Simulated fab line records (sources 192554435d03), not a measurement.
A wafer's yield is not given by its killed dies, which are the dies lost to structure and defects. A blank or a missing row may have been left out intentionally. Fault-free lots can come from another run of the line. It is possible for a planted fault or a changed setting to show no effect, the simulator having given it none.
fab line records    flow n5-finfet
record lots=24  wafers=72  last-day=21
route steps=1938 shown BEOL_M0_SAQP@678 BEOL_M0@731 BEOL_M1@752
lots with no fault: from the same line, run without faults
start-h: hours from the record's first day to the start of the lot's first wafer shown    wait-h: how many hours have passed since the lot's step before this one    " same as the row above    L1.1+2: one row covering several wafers at once    - no value, or no start was given    * or withheld: withheld    < > ~ a bound
route shown NAME@n: a module of which the file shows steps, and the number in the route of the first    usual: the fault-free wafers' mean and standard deviation    same: alike in all rows    chamber/n: place in a boat    sites: readings site by site    _std_site: their standard deviation    _edge_site: inner sites' mean taken away from outer sites' mean    radius-mm: how far each site lies from the wafer's centre    mask NAME#n: copy n    behind: the tool/chamber that last shaped the wafer    hold: why the lot went on hold/how many hours it stayed there/how the hold came to an end    device: whichever transistor did not switch (one of n, p or np)    end of line: tests run on the same wafers once the route is complete    a step with no rows: only its recipe    killed: dies lost to structure and defects at the first sort, not the wafer's yield    map: per-die view of a wafer (x killed, . not killed, _ where there is no die)
set.NAME: setting as actually run; set.NAME@STEP: the setting as run at that earlier step    model.NAME: the simulator's own value behind a step, which no gauge read
a sample of lots followed through the steps of the route, with each step as a table and each wafer as a row
services: from which hour (start-h, from the record's first day; less than 0 if before it) a tool's chamber was out of use, for how many hours, and why
## steps
# step N5_BEOL_M0_SAQP_MANDREL2_REMOVE_110
# recipe chemistry=HBr/Cl2/O2  bt-time-s=10  target=a-Si  stop-on=SiCN  endpoint=OES-SiCl  over-etch-frac=1  icp-w=600  bias-w=30  HBr_flow_sccm=150  Cl2_flow_sccm=80  O2_flow_sccm=5  pressure-mtorr=10
# usual drypump-motor-current-A=5.8/0.4  oes_o_777_au=0.99/0.067  oes-product-au=1.000/0.016  throttle-valve-pct=36.5/0.47
lot.wafer  tool       chamber  start-h  wait-h  drypump-motor-current-A  oes_o_777_au  oes-product-au  rf-hours-counter-h  throttle-valve-pct
L074.3     rie-si-05  1        124.65   0.1     5.7                      1.09          1.006           13                  36.1
L074.4     "          2        "        "       5.1                      0.89          0.994           132                 37.5
L074.5     "          3        "        "       5.6                      1.00          1.006           -                   36.5
L076.2     rie-si-04  2        127.00   0.1     5.9                      1.01          1.034           18                  37.3
L076.5     "          1        "        "       5.0                      0.96          1.003           -                   35.8
L076.6     "          0        "        "       6.1                      1.00          1.030           -                   36.4
L077.2     rie-si-05  2        143.34   0.1     5.1                      0.89          0.986           132                 37.5
L077.3     "          1        "        "       5.8                      1.09          0.993           14                  36.2
L077.6     "          0        "        "       6.3                      1.00          0.998           -                   36.7
L078.1     rie-si-06  3        145.70   0.1     5.7                      1.03          0.984           186                 36.6
L078.4     "          2        "        "       6.1                      1.00          0.997           8                   36.1
L078.6     "          2        "        "       6.1                      1.00          0.979           -                   36.1
L075.1     rie-si-04  0        145.76   0.1     6.2                      1.00          1.012           7                   36.4
L075.4     "          3        "        "       6.2                      1.15          1.005           99                  36.0
L075.5     "          3        "        "       6.3                      1.15          1.018           -                   36.0
L079.2     rie-si-05  0        146.20   0.1     6.2                      1.02          1.005           75                  36.7
L079.3     "          2        "        "       5.1                      0.88          0.987           132                 37.5
L079.4     "          3        "        "       5.6                      0.99          1.023           177                 36.5
L080.2     rie-si-05  1        151.84   0.1     5.7                      1.09          0.995           14                  36.1
L080.4     "          3        "        "       5.6                      0.99          1.005           177                 36.5
L080.5     "          2        "        "       5.1                      0.89          0.974           -                   37.5
L081.1     rie-si-05  1        158.34   0.1     5.7                      1.09          1.007           14                  36.1
L081.2     "          3        "        "       5.6                      1.00          1.023           177                 36.5
L081.6     "          2        "        "       5.1                      0.89          0.983           -                   37.5
L082.1     rie-si-05  2        163.83   0.1     5.1                      0.89          0.986           133                 37.5
L082.3     "          3        "        "       5.6                      1.00          1.018           177                 36.5
L082.6     "          3        "        "       5.6                      1.00          1.005           -                   36.5
L083.1     rie-si-05  0        169.19   0.1     6.3                      1.00          0.991           75                  36.7
L083.2     "          2        "        "       5.1                      0.89          0.981           133                 37.5
L083.5     "          0        "        "       6.3                      1.00          0.991           -                   36.7
L084.1     rie-si-05  3        179.38   0.1     5.6                      0.99          1.024           177                 36.5
L084.3     "          0        "        "       6.3                      1.01          0.999           75                  36.7
L084.5     "          1        "        "       5.8                      1.08          1.007           -                   36.2
L085.2     rie-si-06  2        185.73   0.1     6.1                      1.00          0.975           9                   36.1
L085.3     "          1        "        "       6.0                      0.97          0.992           6                   36.2
L085.6     "          3        "        "       5.8                      1.03          0.985           -                   36.6
L086.3     rie-si-06  1        188.24   0.1     6.0                      0.96          0.986           6                   36.2
L086.5     "          0        "        "       6.1                      0.90          0.996           -                   36.4
L086.6     "          1        "        "       6.0                      0.97          0.967           -                   36.2
L087.1     rie-si-06  3        191.42   0.1     5.7                      1.03          0.985           187                 36.6
L087.2     "          1        "        "       6.0                      0.97          0.983           6                   36.2
L087.6     "          1        "        "       6.0                      0.97          0.984           -                   36.2
L088.1     rie-si-05  1        197.35   0.1     5.7                      1.08          1.017           15                  36.2
L088.5     "          0        "        "       6.3                      1.01          1.003           -                   36.7
L088.6     "          1        "        "       5.7                      1.09          1.009           -                   36.2
L089.1     rie-si-05  2        206.82   0.1     5.1                      0.90          0.998           133                 37.5
L089.2     "          0        "        "       6.3                      1.00          1.009           76                  36.7
L089.5     "          0        "        "       6.3                      1.01          1.010           -                   36.7
L090.2     rie-si-05  2        208.76   0.1     5.1                      0.89          0.985           133                 37.5
L090.3     "          1        "        "       5.8                      1.09          0.993           15                  36.1
L090.6     "          3        "        "       5.6                      1.00          1.011           -                   36.5
L091.3     rie-si-04  1        211.21   0.1     5.0                      0.96          1.003           109                 35.8
L091.4     "          0        "        "       6.1                      1.01          1.028           8                   36.4
L091.6     "          0        "        "       6.2                      1.00          1.023           -                   36.4
L092.3     rie-si-06  0        221.04   0.1     6.0                      0.89          1.005           179                 36.4
L092.5     "          2        "        "       6.1                      0.99          0.985           -                   36.1
L092.6     "          1        "        "       6.0                      0.96          0.993           -                   36.2
L093.1     rie-si-06  1        224.96   0.1     6.0                      0.97          0.987           6                   36.2
L093.3     "          0        "        "       6.1                      0.90          0.995           179                 36.4
L093.6     "          0        "        "       6.1                      0.90          1.003           -                   36.4
L094.1     rie-si-06  1        235.98   0.1     6.0                      0.97          0.986           7                   36.2
L094.3     "          2        "        "       6.1                      1.00          0.965           10                  36.1
L094.4     "          0        "        "       6.1                      0.90          0.993           -                   36.4
L095.1     rie-si-04  3        240.81   0.1     6.2                      1.14          1.013           100                 36.0
L095.3     "          2        "        "       5.9                      1.01          1.018           20                  37.3
L095.6     "          3        "        "       6.3                      1.15          1.017           -                   36.0
L096.1     rie-si-06  0        244.31   0.1     6.1                      0.91          1.006           180                 36.4
L096.5     "          2        "        "       6.1                      0.99          0.979           -                   36.1
L096.6     "          1        "        "       6.0                      0.97          0.985           -                   36.2
L097.2     rie-si-04  0        251.33   0.1     6.2                      1.00          1.016           9                   36.4
L097.3     "          1        "        "       5.0                      0.97          1.001           109                 35.8
L097.6     "          1        "        "       5.0                      0.95          1.002           -                   35.8
# step N5_BEOL_M0_SAQP_CUT_ETCH_46
# recipe chemistry=N2/H2  target=SOC  target-depth-a=1350  overetch-a=270  temp-c=40  time-s=202.5  ion-energy-ev=200  mask-material=SiARC  pressure-mtorr=30  source-w=840  bias-w=150  n2-flow-sccm=200  h2-flow-sccm=200
# usual drypump-motor-current-A=5.7/0.33  h2-flow-sccm=200.0/0.62  rf-vpp-V=523.8/3  showerhead-plenum-p-Torr=2.53/0.1  throttle-valve-pct=17.8/0.33
# same time-s=202.5
lot.wafer  tool         chamber  start-h  wait-h  drypump-motor-current-A  h2-flow-sccm  rf-hours-counter-h  rf-vpp-V  showerhead-plenum-p-Torr  throttle-valve-pct
L074.3     rie-diel-06  2        125.27   0.0     5.8                      200.8         147                 525.9     2.65                      17.4
L074.4     "            0        "        "       5.7                      199.5         243                 522.6     2.49                      17.7
L074.5     "            3        "        "       5.4                      198.7         -                   521.3     2.41                      18.4
L076.2     rie-diel-06  2        127.79   0.0     5.8                      199.3         148                 528.1     2.65                      17.4
L076.5     "            1        "        "       5.6                      200.0         -                   521.1     2.43                      18.0
L076.6     "            2        "        "       5.8                      199.9         -                   527.4     2.65                      17.4
L077.2     rie-diel-06  1        143.96   0.0     5.7                      198.8         117                 522.2     2.43                      18.0
L077.3     "            3        "        "       5.4                      200.3         240                 520.1     2.41                      18.5
L077.6     "            1        "        "       5.7                      200.0         -                   521.1     2.43                      18.0
L078.1     rie-diel-02  1        146.44   0.0     4.9                      199.1         140                 524.7     2.54                      18.0
L078.4     "            2        "        "       5.8                      200.0         172                 520.6     2.45                      18.1
L078.6     "            0        "        "       5.8                      198.8         -                   522.4     2.46                      17.6
L075.1     rie-diel-03  2        146.50   0.0     5.9                      199.9         175                 519.9     2.43                      17.5
L075.4     "            0        "        "       5.3                      199.9         230                 524.1     2.50                      18.1
L075.5     "            1        "        "       5.9                      200.6         -                   527.5     2.63                      17.8
L079.2     rie-diel-03  3        146.82   0.0     6.5                      200.8         117                 524.6     2.54                      17.6
L079.3     "            1        "        "       5.9                      199.5         201                 526.0     2.63                      17.8
L079.4     "            2        "        "       5.9                      199.8         175                 519.7     2.43                      17.5
L080.2     rie-diel-02  0        152.63   0.0     5.8                      199.6         58                  523.8     2.45                      17.6
L080.4     "            2        "        "       5.9                      200.3         174                 521.0     2.44                      18.1
L080.5     "            0        "        "       5.8                      199.0         -                   521.8     2.45                      17.6
L081.1     rie-diel-03  3        159.09   0.0     6.5                      199.4         121                 525.4     2.54                      17.6
L081.2     "            0        "        "       5.2                      200.3         235                 523.0     2.50                      18.1
L081.6     "            0        "        "       5.2                      199.7         -                   522.9     2.50                      18.0
L082.1     rie-diel-02  2        164.46   0.0     5.8                      199.3         179                 520.4     2.44                      18.1
L082.3     "            1        "        "       4.8                      198.8         147                 523.7     2.54                      18.0
L082.6     "            3        "        "       5.4                      200.3         -                   529.5     2.70                      17.4
L083.1     rie-diel-06  1        170.21   0.0     5.6                      200.0         128                 521.0     2.42                      18.0
L083.2     "            3        "        "       5.4                      199.2         251                 519.7     2.41                      18.5
L083.5     "            1        "        "       5.6                      200.4         -                   520.8     2.42                      18.0
L084.1     rie-diel-02  1        180.26   0.0     4.9                      201.0         152                 525.0     2.53                      18.0
L084.3     "            0        "        "       5.8                      200.2         67                  522.2     2.45                      17.6
L084.5     "            3        "        "       5.4                      198.4         -                   528.5     2.69                      17.5
L085.2     rie-diel-06  1        186.85   0.0     5.7                      200.0         135                 522.4     2.42                      18.0
L085.3     "            0        "        "       5.7                      200.2         5                   524.0     2.49                      17.2
L085.6     "            0        "        "       5.7                      201.0         -                   522.2     2.49                      17.2
L086.3     rie-diel-06  0        188.99   0.0     5.7                      200.5         6                   523.9     2.49                      17.2
L086.5     "            0        "        "       5.7                      200.8         -                   523.2     2.49                      17.2
L086.6     "            2        "        "       5.8                      199.6         -                   526.6     2.64                      17.4
L087.1     rie-diel-03  1        192.40   0.0     5.9                      198.4         218                 527.0     2.62                      17.8
L087.2     "            2        "        "       6.0                      199.7         192                 520.2     2.42                      17.6
L087.6     "            0        "        "       5.2                      198.9         -                   522.0     2.49                      18.1
L088.1     rie-diel-06  0        198.20   0.0     5.7                      200.5         11                  523.3     2.49                      17.2
L088.5     "            1        "        "       5.6                      200.4         -                   521.0     2.42                      18.0
L088.6     "            0        "        "       5.7                      200.4         -                   522.4     2.49                      17.2
L089.1     rie-diel-02  2        207.63   0.0     5.9                      199.8         194                 520.5     2.44                      18.1
L089.2     "            3        "        "       5.4                      200.0         44                  528.6     2.69                      17.5
L089.5     "            2        "        "       5.8                      200.4         -                   520.2     2.44                      18.2
L090.2     rie-diel-06  2        209.38   0.0     5.8                      199.5         180                 527.0     2.63                      17.4
L090.3     "            3        "        "       5.4                      200.4         2                   528.8     2.73                      18.0
L090.6     "            0        "        "       5.7                      199.6         -                   522.2     2.48                      17.2
L091.3     rie-diel-06  0        211.96   0.0     5.7                      200.1         17                  524.5     2.48                      17.3
L091.4     "            3        "        "       5.4                      199.9         3                   528.8     2.73                      18.1
L091.6     "            2        "        "       5.8                      200.2         -                   525.0     2.63                      17.4
L092.3     rie-diel-06  3        221.67   0.0     5.4                      200.5         6                   527.6     2.73                      18.0
L092.5     "            2        "        "       5.8                      200.6         -                   526.0     2.63                      17.4
L092.6     "            1        "        "       5.6                      200.2         -                   521.1     2.41                      18.0
L093.1     rie-diel-02  2        225.58   0.0     5.8                      200.4         200                 522.5     2.43                      18.2
L093.3     "            0        "        "       5.8                      199.5         85                  521.1     2.44                      17.6
L093.6     "            0        "        "       5.8                      200.2         -                   521.8     2.44                      17.6
L094.1     rie-diel-02  2        236.61   0.0     5.9                      199.7         205                 519.4     2.43                      18.2
L094.3     "            3        "        "       5.4                      200.0         55                  527.7     2.68                      17.5
L094.4     "            2        "        "       5.9                      200.7         -                   519.1     2.43                      18.2
L095.1     rie-diel-06  0        241.43   0.0     5.7                      200.6         25                  523.5     2.48                      17.2
L095.3     "            3        "        "       5.4                      198.9         12                  529.6     2.72                      18.1
L095.6     "            3        "        "       5.4                      198.9         -                   529.0     2.72                      18.0
L096.1     rie-diel-03  3        244.93   0.0     6.5                      199.6         153                 525.8     2.53                      17.7
L096.5     "            2        "        "       5.9                      199.6         -                   521.6     2.41                      17.6
L096.6     "            3        "        "       6.5                      200.0         -                   524.3     2.53                      17.6
L097.2     rie-diel-06  0        251.96   0.0     5.7                      199.8         29                  522.9     2.48                      17.3
L097.3     "            1        "        "       5.6                      199.1         158                 522.0     2.41                      18.1
L097.6     "            2        "        "       5.8                      199.6         -                   526.2     2.63                      17.5
# step N5_BEOL_M0_SAQP_ALD_48
# recipe material=SiO2  target-thk-a=200  temp-c=100  ald-precursor-family=BDEAS  ald-co-reactant=O2-plasma  pulse-time-s=1  co-reactant-pulse-time-s=1  purge-time-s=2  co-reactant-purge-time-s=2  ald-cycles=139  pressure-torr=2
# usual heater-power-w=80/9.1  precursor-pulse-height-rel=0.997/0.018
# same co-reactant-pulse-time-s=1
lot.wafer  tool        chamber  start-h  wait-h  heater-power-w  precursor-pulse-height-rel
L074.3     ald-sin-02  0        125.47   0.0     82              0.963
L074.4     "           3        "        "       64              1.004
L074.5     "           3        "        "       68              1.025
L076.2     ald-sin-02  3        127.99   0.0     66              0.996
L076.5     "           0        "        "       80              0.973
L076.6     "           3        "        "       67              1.016
L077.2     ald-sin-01  1        144.61   0.5     67              1.018
L077.3     "           2        "        "       102             0.999
L077.6     "           2        "        "       102             1.017
L078.1     ald-sin-03  0        146.65   0.0     71              0.980
L078.4     "           1        "        "       74              1.009
L078.6     "           1        "        "       75              0.991
L075.1     ald-sin-01  3        146.70   0.0     83              0.990
L075.4     "           1        "        "       69              0.990
L075.5     "           0        "        "       87              0.984
L079.2     ald-sin-03  3        147.15   0.2     84              0.943
L079.3     "           0        "        "       72              1.003
L079.4     "           1        "        "       75              0.988
L080.2     ald-sin-02  2        152.83   0.0     79              1.009
L080.4     "           3        "        "       66              0.991
L080.5     "           3        "        "       66              0.992
L081.1     ald-sin-02  2        160.18   0.9     79              1.022
L081.2     "           1        "        "       79              1.007
L081.6     "           0        "        "       81              1.011
L082.1     ald-sin-01  2        166.10   1.5     96              1.010
L082.3     "           1        "        "       67              0.989
L082.6     "           3        "        "       83              1.002
L083.1     ald-sin-02  3        170.42   0.0     67              1.012
L083.2     "           0        "        "       83              1.006
L083.5     "           2        "        "       79              0.976
L084.1     ald-sin-01  0        180.55   0.1     88              1.022
L084.3     "           2        "        "       99              0.983
L084.5     "           0        "        "       87              0.991
L085.2     ald-sin-02  3        187.05   0.0     66              1.011
L085.3     "           0        "        "       81              0.982
L085.6     "           2        "        "       78              0.965
L086.3     ald-sin-01  3        189.23   0.1     84              1.000
L086.5     "           2        "        "       100             1.005
L086.6     "           1        "        "       69              0.985
L087.1     ald-sin-03  2        192.60   0.0     76              0.991
L087.2     "           3        "        "       83              0.961
L087.6     "           0        "        "       71              1.001
L088.1     ald-sin-02  2        198.40   0.0     78              0.992
L088.5     "           1        "        "       81              1.015
L088.6     "           2        "        "       78              1.002
L089.1     ald-sin-02  3        207.83   0.0     66              0.994
L089.2     "           2        "        "       80              1.010
L089.5     "           1        "        "       82              1.013
L090.2     ald-sin-03  1        209.58   0.0     72              0.981
L090.3     "           3        "        "       84              0.972
L090.6     "           2        "        "       74              0.999
L091.3     ald-sin-01  1        212.16   0.0     67              1.001
L091.4     "           3        "        "       84              1.011
L091.6     "           2        "        "       103             0.999
L092.3     ald-sin-03  1        221.87   0.0     75              0.989
L092.5     "           0        "        "       73              0.979
L092.6     "           1        "        "       75              1.003
L093.1     ald-sin-02  1        225.78   0.0     80              1.009
L093.3     "           2        "        "       81              1.010
L093.6     "           3        "        "       67              1.030
L094.1     ald-sin-02  2        236.81   0.0     78              0.971
L094.3     "           1        "        "       81              0.989
L094.4     "           3        "        "       68              0.973
L095.1     ald-sin-03  3        241.63   0.0     84              1.003
L095.3     "           1        "        "       76              0.955
L095.6     "           2        "        "       77              1.008
L096.1     ald-sin-01  1        246.14   1.0     67              1.009
L096.5     "           1        "        "       67              0.985
L096.6     "           0        "        "       87              0.993
L097.2     ald-sin-01  2        252.16   0.0     101             1.031
L097.3     "           1        "        "       68              1.009
L097.6     "           1        "        "       67              1.030
# step N5_BEOL_M0_ALD_136
# recipe material=TaN  target-thk-a=*  temp-c=275  ald-precursor-family=PDMAT  ald-co-reactant=NH3  pressure-torr=3  carrier-flow-sccm=1500  pulse-time-s=2  purge-time-s=3  co-reactant-purge-time-s=2  co-reactant-pulse-time-s=3  ald-cycles=30  precursor-vessel-temp-c=75  precursor-vessel-pressure-torr=26.25  precursor-vessel-carrier-sccm=1000
# usual heater-power-w=438/47  precursor-vessel-temp-c=75.00/0.14
# same co-reactant-pulse-time-s=3
lot.wafer  tool          chamber  start-h  wait-h  heater-power-w  precursor-vessel-temp-c
L074.3     ald-metal-02  0        129.64   0.2     345             75.02
L074.4     "             3        "        "       439             74.88
L074.5     "             3        "        "       439             74.81
L076.2     ald-metal-04  0        133.63   0.3     518             74.92
L076.5     "             1        "        "       423             75.13
L076.6     "             2        "        "       456             75.04
L077.2     ald-metal-02  3        148.19   0.0     442             75.24
L077.3     "             1        "        "       464             74.87
L077.6     "             3        "        "       451             74.94
L075.1     ald-metal-04  2        152.04   0.0     457             74.97
L075.4     "             0        "        "       517             74.98
L075.5     "             1        "        "       403             75.02
L078.1     ald-metal-02  2        153.24   0.1     397             74.86
L078.4     "             0        "        "       348             75.04
L078.6     "             3        "        "       440             75.09
L079.2     ald-metal-04  2        155.54   0.3     468             75.13
L079.3     "             1        "        "       410             75.02
L079.4     "             3        "        "       470             74.97
L080.2     ald-metal-02  1        159.91   0.0     469             74.89
L080.4     "             0        "        "       347             75.28
L080.5     "             3        "        "       447             75.12
L081.1     ald-metal-04  1        165.69   0.0     403             75.01
L081.2     "             3        "        "       472             74.78
L081.6     "             1        "        "       413             75.07
L082.1     ald-metal-04  3        169.97   0.1     464             74.86
L082.3     "             2        "        "       458             74.66
L082.6     "             0        "        "       526             75.19
L083.1     ald-metal-01  2        174.43   0.0     385             74.84
L083.2     "             1        "        "       482             74.91
L083.5     "             1        "        "       497             75.10
L084.1     ald-metal-04  0        186.07   0.1     529             75.06
L084.3     "             2        "        "       452             74.83
L084.5     "             2        "        "       462             75.07
L085.2     ald-metal-04  1        190.17   0.3     402             75.11
L085.3     "             0        "        "       518             75.14
L085.6     "             3        "        "       476             75.30
L086.3     ald-metal-04  2        193.22   0.0     467             74.80
L086.5     "             0        "        "       514             74.98
L086.6     "             3        "        "       470             74.91
L087.1     ald-metal-02  3        197.02   0.1     443             75.21
L087.2     "             0        "        "       344             74.86
L087.6     "             1        "        "       460             75.12
L088.1     ald-metal-01  0        202.77   0.0     389             74.93
L088.5     "             3        "        "       462             74.65
L088.6     "             0        "        "       381             75.24
L089.1     ald-metal-04  2        216.69   0.0     454             74.85
L089.2     "             1        "        "       412             75.09
L089.5     "             2        "        "       464             74.84
L090.2     ald-metal-01  1        221.38   0.2     490             75.11
L090.3     "             3        "        "       458             74.90
L090.6     "             0        "        "       375             74.94
L091.3     ald-metal-04  0        226.40   0.1     527             75.07
L091.4     "             3        "        "       472             74.88
L091.6     "             2        "        "       455             74.96
L092.3     ald-metal-01  2        228.42   0.0     388             74.96
L092.5     "             1        "        "       477             75.20
L092.6     "             2        "        "       387             74.82
L093.1     ald-metal-02  2        234.05   0.2     409             74.97
L093.3     "             3        "        "       441             74.96
L093.6     "             2        "        "       408             74.90
L094.1     ald-metal-01  2        240.64   0.0     379             75.11
L094.3     "             1        "        "       472             75.09
L094.4     "             3        "        "       456             74.90
L095.1     ald-metal-01  2        245.89   0.0     389             74.83
L095.3     "             3        "        "       448             74.92
L095.6     "             2        "        "       382             74.87
L096.1     ald-metal-02  1        253.58   0.1     461             75.05
L096.5     "             0        "        "       344             74.98
L096.6     "             3        "        "       436             75.18
L097.2     ald-metal-02  3        259.79   0.0     451             74.94
L097.3     "             1        "        "       471             75.16
L097.6     "             2        "        "       414             74.79
# step N5_BEOL_M0_RS_MEAS_126
# recipe thk-meas-gauge=four-point-probe  reads=Co_of_BEOL_M0_CO_CAP_123+Cu_of_BEOL_M0_ECD_118+Co_of_BEOL_M0_CVD_115+TaN_of_BEOL_M0_ALD_136
# usual M0_RS=0.544/0.023
lot.wafer  tool           chamber  start-h  wait-h  M0_RS[ohm/sq]
L074.3     film-metro-01  -        133.40   0.1     0.609
L074.4     "              -        "        "       0.575
L074.5     "              -        "        "       0.576
L076.2     film-metro-01  -        135.79   0.1     0.549
L076.5     "              -        "        "       0.564
L076.6     "              -        "        "       0.532
L077.2     film-metro-02  -        150.22   0.1     0.554
L077.3     "              -        "        "       0.567
L077.6     "              -        "        "       0.529
L075.1     film-metro-01  -        153.96   0.0     0.577
L075.4     "              -        "        "       0.554
L075.5     "              -        "        "       0.564
L078.1     film-metro-02  -        155.54   0.0     0.528
L078.4     "              -        "        "       0.544
L078.6     "              -        "        "       0.544
L079.2     film-metro-01  -        159.79   0.1     0.559
L079.3     "              -        "        "       0.569
L079.4     "              -        "        "       0.603
L080.2     film-metro-02  -        162.53   0.1     0.546
L080.4     "              -        "        "       0.587
L080.5     "              -        "        "       0.534
L081.1     film-metro-01  -        168.58   0.0     0.521
L081.2     "              -        "        "       0.575
L081.6     "              -        "        "       0.528
L082.1     film-metro-01  -        172.90   0.0     0.553
L082.3     "              -        "        "       0.552
L082.6     "              -        "        "       0.542
L083.1     film-metro-01  -        176.45   0.0     0.558
L083.2     "              -        "        "       0.527
L083.5     "              -        "        "       0.542
L084.1     film-metro-02  -        188.47   0.0     0.509
L084.3     "              -        "        "       0.498
L084.5     "              -        "        "       0.527
L085.2     film-metro-01  -        193.41   0.1     0.485
L085.3     "              -        "        "       0.499
L085.6     "              -        "        "       0.514
L086.3     film-metro-02  -        195.47   0.1     0.547
L086.5     "              -        "        "       0.531
L086.6     "              -        "        "       0.551
L087.1     film-metro-02  -        199.67   0.0     0.586
L087.2     "              -        "        "       0.534
L087.6     "              -        "        "       0.528
L088.1     film-metro-02  -        204.73   0.0     0.523
L088.5     "              -        "        "       0.536
L088.6     "              -        "        "       0.564
L089.1     film-metro-01  -        218.82   0.0     0.550
L089.2     "              -        "        "       0.501
L089.5     "              -        "        "       0.525
L090.2     film-metro-02  -        223.53   0.1     0.537
L090.3     "              -        "        "       0.523
L090.6     "              -        "        "       0.512
L091.3     film-metro-01  -        228.35   0.1     0.530
L091.4     "              -        "        "       0.538
L091.6     "              -        "        "       0.532
L092.3     film-metro-01  -        231.99   0.1     0.546
L092.5     "              -        "        "       0.573
L092.6     "              -        "        "       0.533
L093.1     film-metro-02  -        236.29   0.0     0.577
L093.3     "              -        "        "       0.533
L093.6     "              -        "        "       0.513
L094.1     film-metro-02  -        242.59   0.0     0.557
L094.3     "              -        "        "       0.542
L094.4     "              -        "        "       0.523
L095.1     film-metro-01  -        247.88   0.0     0.523
L095.3     "              -        "        "       0.545
L095.6     "              -        "        "       0.535
L096.1     film-metro-02  -        257.64   0.0     0.537
L096.5     "              -        "        "       0.549
L096.6     "              -        "        "       0.534
L097.2     film-metro-01  -        265.08   0.1     0.554
L097.3     "              -        "        "       0.563
L097.6     "              -        "        "       0.540
# step N5_BEOL_M1_THK_MEAS_01
# recipe reads=SiOC_of_BEOL_M1_ILD_DEP_00
# usual M1_ILD_THK=79.0/1.1
lot.wafer  tool           chamber  start-h  wait-h  M1_ILD_THK[nm]
L074.3     film-metro-02  -        133.53   0.1     78.0
L074.4     "              -        "        "       79.3
L074.5     "              -        "        "       77.9
L076.2     film-metro-02  -        135.92   0.1     79.4
L076.5     "              -        "        "       81.9
L076.6     "              -        "        "       80.2
L077.2     film-metro-01  -        150.35   0.1     78.3
L077.3     "              -        "        "       77.6
L077.6     "              -        "        "       79.9
L075.1     film-metro-01  -        154.09   0.0     77.7
L075.4     "              -        "        "       80.1
L075.5     "              -        "        "       79.5
L078.1     film-metro-02  -        155.67   0.0     77.2
L078.4     "              -        "        "       79.0
L078.6     "              -        "        "       79.9
L079.2     film-metro-01  -        159.92   0.1     77.1
L079.3     "              -        "        "       77.7
L079.4     "              -        "        "       78.9
L080.2     film-metro-02  -        162.67   0.1     78.9
L080.4     "              -        "        "       80.0
L080.5     "              -        "        "       80.1
L081.1     film-metro-01  -        168.71   0.0     77.8
L081.2     "              -        "        "       78.3
L081.6     "              -        "        "       79.5
L082.1     film-metro-01  -        173.03   0.0     78.0
L082.3     "              -        "        "       78.7
L082.6     "              -        "        "       78.8
L083.1     film-metro-01  -        176.58   0.0     79.8
L083.2     "              -        "        "       78.4
L083.5     "              -        "        "       79.0
L084.1     film-metro-02  -        188.60   0.0     78.8
L084.3     "              -        "        "       78.3
L084.5     "              -        "        "       78.5
L085.2     film-metro-02  -        193.54   0.1     78.0
L085.3     "              -        "        "       79.6
L085.6     "              -        "        "       80.1
L086.3     film-metro-02  -        195.60   0.1     76.8
L086.5     "              -        "        "       77.4
L086.6     "              -        "        "       79.3
L087.1     film-metro-01  -        199.80   0.0     79.0
L087.2     "              -        "        "       78.9
L087.6     "              -        "        "       79.3
L088.1     film-metro-02  -        204.88   0.1     79.7
L088.5     "              -        "        "       79.8
L088.6     "              -        "        "       80.9
L089.1     film-metro-01  -        218.95   0.0     78.0
L089.2     "              -        "        "       79.7
L089.5     "              -        "        "       79.9
L090.2     film-metro-02  -        223.68   0.1     76.1
L090.3     "              -        "        "       78.4
L090.6     "              -        "        "       77.6
L091.3     film-metro-02  -        228.49   0.1     80.4
L091.4     "              -        "        "       79.7
L091.6     "              -        "        "       80.3
L092.3     film-metro-01  -        232.11   0.1     77.2
L092.5     "              -        "        "       78.7
L092.6     "              -        "        "       77.8
L093.1     film-metro-02  -        236.42   0.0     79.8
L093.3     "              -        "        "       79.9
L093.6     "              -        "        "       81.1
L094.1     film-metro-02  -        242.72   0.0     77.5
L094.3     "              -        "        "       77.9
L094.4     "              -        "        "       78.2
L095.1     film-metro-01  -        248.01   0.0     78.3
L095.3     "              -        "        "       78.0
L095.6     "              -        "        "       79.3
L096.1     film-metro-02  -        257.77   0.0     78.5
L096.5     "              -        "        "       78.8
L096.6     "              -        "        "       79.0
L097.2     film-metro-01  -        265.21   0.1     78.0
L097.3     "              -        "        "       79.8
L097.6     "              -        "        "       81.1
## services
tool          chamber  start-h  hours  kind
ald-metal-02  -        114.20   0.7    repair
rie-diel-03   2        118.77   6.3    repair
ald-metal-01  -        124.88   0.9    repair
rie-diel-06   0        152.53   -      clean
rie-diel-06   0        152.53   -      consumable-replace:focus-ring
rie-diel-06   0        152.53   21.1   scheduled-down
rie-diel-06   0        152.53   21.1   vent-cycle
ald-sin-02    3        153.43   5.9    repair
ald-metal-01  1        154.10   16.1   repair
ald-sin-03    -        176.77   14.0   pm
rie-diel-06   3        179.10   4.1    repair
rie-diel-06   3        183.24   -      clean
rie-diel-06   3        183.24   -      consumable-replace:focus-ring
rie-diel-06   3        183.24   -      consumable-replace:showerhead
rie-diel-06   3        183.24   21.2   scheduled-down
rie-diel-06   3        183.24   21.2   vent-cycle
rie-si-06     -        189.29   0.8    repair
ald-sin-02    3        198.27   6.7    repair
rie-si-04     2        204.80   2.3    repair
ald-metal-04  -        232.24   2.8    pm
rie-si-04     -        234.20   0.1    repair
rie-si-05     2        239.44   2.9    repair
ald-sin-02    -        241.88   6.1    pm
rie-si-05     3        259.33   3.6    repair
## key
fault none
